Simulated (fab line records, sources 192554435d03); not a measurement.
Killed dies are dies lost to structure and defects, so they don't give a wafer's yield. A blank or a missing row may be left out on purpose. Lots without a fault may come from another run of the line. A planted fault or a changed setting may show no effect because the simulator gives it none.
fab line records | flow n5_finfet
record lots=10 wafers=28 last_day=17
route steps=1938 shown BEOL_M4@1081 PASSIVATION@1936
lots that met no fault: from a run of the same line without faults
start_h: hours from the record's first day to the start of the lot's first wafer shown | wait_h: hours since the lot's step before | " the same as in the row above | L1.1+2: a row that stands for several wafers | - no value, or no start given | * or withheld: withheld | < > ~ a bound
route shown NAME@n: a module of which the file shows steps, and the number in the route of the first | usual: mean/standard deviation of fault-free wafers | same: alike in all rows | chamber/n: place in a boat | sites: the reading at each site | _std_site: their standard deviation | _edge_site: outer sites' mean less inner sites' | radius_mm: how far each site lies from the wafer's centre | mask NAME#n: copy n | behind: the tool/chamber that last shaped the wafer | hold: why the lot was held/for how many hours/how that ended | device: the transistor (n, p or np) that didn't switch | end of line: the same wafers' tests at the end of the route | a step without rows: its recipe alone | killed: dies lost to structure and defects at the first sort, not the wafer's yield | map: a wafer's dies, x killed, . not, _ none there
set.NAME: the setting as run; set.NAME@STEP: as run at that earlier step | model.NAME: the simulator's own value behind a step, which no gauge read
steps of the route over a sample of lots; a table a step, a row a wafer
services: from which hour (start_h, from the record's first day; less than 0 if before it) a tool's chamber was out of use, for how many hours, and why
## steps
# step N5_BEOL_M4_ALD_84
# recipe material=TaN target_thk_a=* temp_c=275 ald_precursor_family=PDMAT ald_co_reactant=NH3 pressure_torr=3 carrier_flow_sccm=1500 pulse_time_s=2 purge_time_s=3 co_reactant_purge_time_s=2 co_reactant_pulse_time_s=3 ald_cycles=30 precursor_vessel_temp_c=75 precursor_vessel_pressure_torr=26.25 precursor_vessel_carrier_sccm=1000
# usual ald_cycles=30/0 heater_power_w=422/39
# same co_reactant_purge_time_s=2 purge_time_s=3
# columns lot.wafer tool chamber start_h wait_h ald_cycles heater_power_w
L850.1 ald_metal-03 2 183.26 0.1 30 429
L850.2 " 3 " " 30 426
L850.3 " 1 " " 30 433
L851.1 ald_metal-04 0 186.96 0.0 30 409
L851.2 " 1 " " 30 516
L851.3 " 3 " " 30 360
L852.2 ald_metal-02 3 204.25 0.0 30 383
L852.5 " 1 " " 30 468
L852.6 " 2 " " 30 423
L854.2 ald_metal-04 0 210.58 0.1 30 399
L854.5 " 1 " " 30 487
L854.6 " 0 " " 30 414
L855.1 ald_metal-03 0 219.79 0.0 30 398
L855.3 " 3 " " 30 439
L855.5 " 2 " " 30 436
L856.1 ald_metal-04 2 226.66 0.1 30 457
L856.6 " 3 " " 28 354
L857.4 ald_metal-04 1 233.36 0.1 30 486
L857.6 " 2 " " 28 472
L864.1 ald_metal-03 3 274.39 0.0 30 429
L864.2 " 1 " " 30 435
L864.3 " 2 " " 30 435
L865.1 ald_metal-03 1 276.91 0.0 30 441
L865.2 " 2 " " 30 438
L865.4 " 3 " " 30 426
L869.3 ald_metal-02 3 303.11 0.2 30 380
L869.4 " 2 " " 30 430
L869.5 " 1 " " 30 463
# step N5_BEOL_M4_SPUTTER_79
# recipe material=Cu target_thk_a=45 temp_c=-20 chamber_pressure_pa=0.07 power_w=withheld time_s=8.29
# usual chamber_pressure_pa=0.07/0.00014 chuck_sensor_temp_C=-16.1/0.53 substrate_temp_c=-19.99/0.1 throttle_valve_pct=30.0/0.99
# columns lot.wafer tool chamber start_h wait_h chamber_pressure_pa chuck_sensor_temp_C substrate_temp_c throttle_valve_pct
L850.1 pvd_sputter-02 - 184.20 0.1 0.07 -15.3 -20.06 31.6
L850.2 " - " " 0.07016 -16.0 -19.93 28.8
L850.3 " - " " 0.06995 -17.0 -20.10 30.6
L851.1 pvd_sputter-01 - 187.95 0.1 0.06986 -16.0 -20.04 30.5
L851.2 " - " " 0.07014 -16.3 -19.94 31.0
L851.3 " - " " 0.07002 -16.0 -19.98 29.3
L852.2 pvd_sputter-03 - 204.97 0.1 0.06986 -15.5 -20.03 31.5
L852.5 " - " " 0.07006 -15.2 -20.17 28.3
L852.6 " - " " 0.06996 -15.5 -19.91 29.7
L854.2 pvd_sputter-02 - 211.98 0.1 0.06997 -15.5 -19.97 31.8
L854.5 " - " " 0.07015 -17.1 -20.03 30.3
L854.6 " - " " 0.06996 -15.2 -19.96 31.6
L855.1 pvd_sputter-01 - 221.56 0.1 0.07006 -16.4 -19.97 31.0
L855.3 " - " " 0.07006 -16.0 -20.05 30.5
L855.5 " - " " 0.07004 -16.6 -19.89 31.0
L856.1 pvd_sputter-03 - 227.77 0.1 0.06996 -16.8 -20.06 29.0
L856.6 " - " " 0.06998 -16.9 -19.77 28.6
L857.4 pvd_sputter-01 - 234.34 0.1 0.07011 -16.0 -19.92 29.7
L857.6 " - " " 0.07017 -15.8 -19.85 30.7
L864.1 pvd_sputter-01 - 275.28 0.1 0.07003 -16.2 -19.89 30.6
L864.2 " - " " 0.06989 -15.8 -20.10 30.5
L864.3 " - " " 0.06982 -16.0 -20.04 29.5
L865.1 pvd_sputter-01 - 277.74 0.1 0.0701 -15.7 -19.97 30.6
L865.2 " - " " 0.06982 -16.6 -20.02 29.9
L865.4 " - " " 0.06997 -16.4 -20.08 30.9
L869.3 pvd_sputter-01 - 305.59 0.1 0.06989 -15.9 -20.04 29.5
L869.4 " - " " 0.06991 -15.9 -20.02 30.9
L869.5 " - " " 0.07 -16.6 -20.19 30.1
# step N5_BEOL_M4_ANNEAL_80
# recipe temp_c=400 time_s=240 ambient=vacuum
# usual heater_power_w=858/100
# columns lot.wafer tool chamber start_h wait_h heater_power_w
L850.1 pvd_sputter-02 - 184.28 0.0 892
L850.2 " - " " 877
L850.3 " - " " 954
L851.1 pvd_sputter-01 - 188.03 0.0 948
L851.2 " - " " 798
L851.3 " - " " 733
L852.2 pvd_sputter-03 - 205.05 0.0 750
L852.5 " - " " 886
L852.6 " - " " 1144
L854.2 pvd_sputter-02 - 212.06 0.0 852
L854.5 " - " " 967
L854.6 " - " " 835
L855.1 pvd_sputter-01 - 221.64 0.0 810
L855.3 " - " " 944
L855.5 " - " " 801
L856.1 pvd_sputter-03 - 227.85 0.0 754
L856.6 " - " " 759
L857.4 pvd_sputter-01 - 234.42 0.0 752
L857.6 " - " " 923
L864.1 pvd_sputter-01 - 275.36 0.0 827
L864.2 " - " " 939
L864.3 " - " " 760
L865.1 pvd_sputter-01 - 277.82 0.0 930
L865.2 " - " " 876
L865.4 " - " " 804
L869.3 pvd_sputter-01 - 305.67 0.0 754
L869.4 " - " " 915
L869.5 " - " " 892
# step N5_BEOL_M4_SPUTTER_81
# recipe material=Cu target_thk_a=45 temp_c=-20 chamber_pressure_pa=0.07 power_w=withheld time_s=8.29
# usual chamber_pressure_pa=0.06999/0.00013 chuck_sensor_temp_C=-16.1/0.53 substrate_temp_c=-20.00/0.12 throttle_valve_pct=30.0/0.99
# columns lot.wafer tool chamber start_h wait_h chamber_pressure_pa chuck_sensor_temp_C substrate_temp_c throttle_valve_pct
L850.1 pvd_sputter-02 - 184.42 0.1 0.07 -15.3 -19.92 31.7
L850.2 " - " " 0.07011 -16.0 -19.95 29.1
L850.3 " - " " 0.06993 -16.9 -19.85 30.3
L851.1 pvd_sputter-01 - 188.17 0.1 0.06982 -15.9 -19.83 30.8
L851.2 " - " " 0.07015 -16.3 -20.07 30.8
L851.3 " - " " 0.06978 -16.0 -20.18 29.6
L852.2 pvd_sputter-03 - 205.19 0.1 0.06998 -15.5 -20.09 31.1
L852.5 " - " " 0.06989 -15.2 -19.88 28.2
L852.6 " - " " 0.06999 -15.7 -19.87 29.6
L854.2 pvd_sputter-02 - 212.20 0.1 0.07028 -15.5 -19.82 31.6
L854.5 " - " " 0.06976 -17.0 -19.85 30.4
L854.6 " - " " 0.07023 -15.1 -19.89 31.7
L855.1 pvd_sputter-01 - 221.78 0.1 0.06991 -16.5 -20.13 31.0
L855.3 " - " " 0.07013 -15.9 -19.91 30.7
L855.5 " - " " 0.06996 -16.6 -20.02 30.8
L856.1 pvd_sputter-03 - 227.99 0.1 0.07 -16.9 -20.32 28.8
L856.6 " - " " 0.07021 -16.8 -20.10 28.7
L857.4 pvd_sputter-01 - 234.56 0.1 0.07 -16.1 -20.18 29.5
L857.6 " - " " 0.07022 -15.8 -20.09 30.6
L864.1 pvd_sputter-01 - 275.50 0.1 0.07005 -16.3 -20.05 31.1
L864.2 " - " " 0.07003 -16.0 -20.00 30.6
L864.3 " - " " 0.06983 -15.9 -20.14 29.4
L865.1 pvd_sputter-01 - 277.96 0.1 0.07015 -16.0 -19.98 30.6
L865.2 " - " " 0.06991 -16.6 -20.14 30.0
L865.4 " - " " 0.06993 -16.1 -20.25 30.9
L869.3 pvd_sputter-01 - 305.81 0.1 0.06976 -16.1 -19.93 29.4
L869.4 " - " " 0.07006 -15.8 -19.99 30.6
L869.5 " - " " 0.07011 -16.7 -20.06 30.1
# step N5_BEOL_M4_RC_MEAS_101
# usual DIBL_N=36.4/1.5 DIBL_P=36.6/1.9 IOFF_N=0.155/0.021 IOFF_P=0.211/0.028 ION_N=671/8.6 ION_P=462/5.8 SS_N=71.5/0.5 SS_P=73.4/0.58 VT_N=250.1/2.4 VT_P=-250.1/3
# columns lot.wafer tool chamber start_h wait_h DIBL_N[mV/V] DIBL_P[mV/V] IOFF_N[nA/um] IOFF_P[nA/um] ION_N[uA/um] ION_P[uA/um] SS_N[mV/dec] SS_P[mV/dec] VT_N[mV] VT_P[mV]
L850.1 prober-02 0 186.99 0.0 35.9 35.7 0.146 0.173 668 450 71.1 73.6 250.3 -254.6
L850.2 " 0 " " 34.8 34.6 0.130 0.158 665 448 70.9 73.4 251.9 -256.9
L850.3 " 0 " " 36.2 35.7 0.145 0.171 664 456 70.9 73.4 248.6 -255.1
L851.1 prober-01 0 190.62 0.0 34.9 34.8 0.137 0.224 657 464 70.6 72.8 254.1 -246.3
L851.2 " 0 " " 34.0 33.9 0.129 0.204 661 463 70.9 72.6 256.0 -251.0
L851.3 " 0 " " 33.9 33.5 0.126 0.202 660 466 71.0 72.7 249.6 -251.1
L852.2 prober-02 0 207.85 0.2 36.5 36.7 0.155 0.208 673 460 71.6 73.4 250.9 -250.0
L852.5 " 0 " " 34.8 33.9 0.126 0.179 664 459 71.2 72.0 250.4 -253.1
L852.6 " 0 " " 36.1 36.1 0.144 0.205 669 462 71.3 73.7 252.1 -252.4
L854.2 prober-01 0 214.80 0.2 35.8 36.1 0.159 0.205 677 461 71.3 73.3 249.3 -251.5
L854.5 " 0 " " 37.2 38.0 0.187 0.236 683 462 71.7 73.5 245.6 -248.7
L854.6 " 0 " " 34.7 35.6 0.134 0.195 658 456 70.5 73.3 251.4 -252.2
L855.1 prober-02 0 224.30 0.0 37.3 36.8 0.157 0.208 676 460 71.5 73.1 250.6 -246.9
L855.3 " 0 " " 36.9 34.5 0.142 0.175 670 454 71.5 72.3 249.8 -251.8
L855.5 " 0 " " 38.4 37.2 0.170 0.222 679 466 71.0 73.1 250.6 -248.8
L856.1 prober-02 0 230.69 0.0 35.1 37.2 0.155 0.237 672 468 71.5 73.1 249.5 -246.7
L856.6 " 0 " " 33.7 35.3 0.133 0.204 662 461 71.7 72.8 252.6 -252.6
L857.4 prober-02 0 237.44 0.5 37.9 37.2 0.162 0.197 675 458 72.3 73.1 250.2 -252.6
L857.6 " 0 " " 37.7 38.0 0.165 0.213 689 466 72.0 73.8 251.8 -250.6
L864.1 prober-02 0 277.96 0.0 36.0 38.0 0.171 0.222 670 463 71.5 73.3 250.0 -248.7
L864.2 " 0 " " 34.9 37.0 0.152 0.204 670 466 71.0 72.7 250.4 -249.4
L864.3 " 0 " " 35.9 38.0 0.169 0.232 677 467 71.0 73.0 249.7 -247.9
L865.1 prober-01 0 280.43 0.0 36.9 37.3 0.160 0.221 665 459 71.8 73.4 252.5 -247.9
L865.2 " 0 " " 37.9 38.5 0.186 0.218 686 461 71.9 73.7 247.3 -250.5
L865.4 " 0 " " 37.3 37.8 0.171 0.209 677 460 71.3 73.5 247.6 -250.5
L869.3 prober-02 0 308.56 0.3 37.5 37.3 0.160 0.168 675 452 72.1 73.6 248.8 -257.4
L869.4 " 0 " " 36.8 37.3 0.155 0.173 675 458 70.9 73.6 248.2 -256.5
L869.5 " 0 " " 38.2 38.1 0.175 0.183 691 461 71.8 73.1 247.3 -256.1
# step N5_PASSIVATION_PROBE_49
# usual defect_limited_yield=91.5/1.4 killed_at_M0_to_M3=33/10 killed_at_M4_up=13/5 killed_at_contacts=13/5.6 killed_at_front_end=38/12 killed_at_other=3.9/2.7 killed_dies=100/16 killed_open=66/13 killed_short=32/7.2 sort_bin_5_function=5.0/0.97 sort_bin_6_memory=3.2/0.61 sort_n_pass=1080/16 sort_yield_pct=91.5/1.4
# same gross_dies=1180 killed_at_back_side=0 sort_bin_4_leakage[%]=0 sort_bin_8_speed[%]=0
# columns lot.wafer tool chamber start_h wait_h defect_limited_yield[%] killed_at_M0_to_M3 killed_at_M4_up killed_at_contacts killed_at_front_end killed_at_other killed_dies killed_open killed_short sort_bin_5_function[%] sort_bin_6_memory[%] sort_n_pass sort_yield_pct[%]
L857.4 prober-02 - 336.44 0.2 89.6 45 7 20 43 8 123 80 40 5.4 4.8 1057 89.6
# killed by level:class
L857.4 MOL_CONTACT_COAG:geometric_particle:open=16 BEOL_M2:geometric_particle:open=15 BEOL_M1:geometric_particle:open=12 SPACER0:geometric_particle:short=7 FIN_SAQP:geometric_particle:short=6 BEOL_M0_SAQP:geometric_particle:open=6 FIN_SAQP:geometric_particle:open=5 SPACER0:geometric_particle:open=5
## services
# columns tool chamber start_h hours kind
ald_metal-04 2 180.37 35.2 repair
ald_metal-02 2 230.35 24.7 repair
ald_metal-03 - 255.55 1.3 repair
ald_metal-04 - 257.14 8.7 pm
ald_metal-04 2 272.58 5.5 repair
ald_metal-02 1 295.06 7.0 repair
ald_metal-02 - 299.34 2.8 pm
## key
first_sign step=N5_BEOL_M4_ALD_84 reading=ald_cycles direction=down sigmas=99+ usual=* struck=*
effect none on later readings
met_at N5_BEOL_M4_ALD_84
struck_lots L856,L857
struck_wafers L856.6,L857.6
not_acting_at N5_BEOL_M4_SPUTTER_79,N5_BEOL_M4_ANNEAL_80,N5_BEOL_M4_SPUTTER_81
onset_between 210.58 226.66
fault kind=process_parameter_drift tool=ald_metal-04 chamber=- onset_h=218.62 steps=N5_BEOL_M4_ALD_84 channel=ald_cycles offset=* shape=step end_h=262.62 scope=struck_wafers_only acts_in=* stated=*
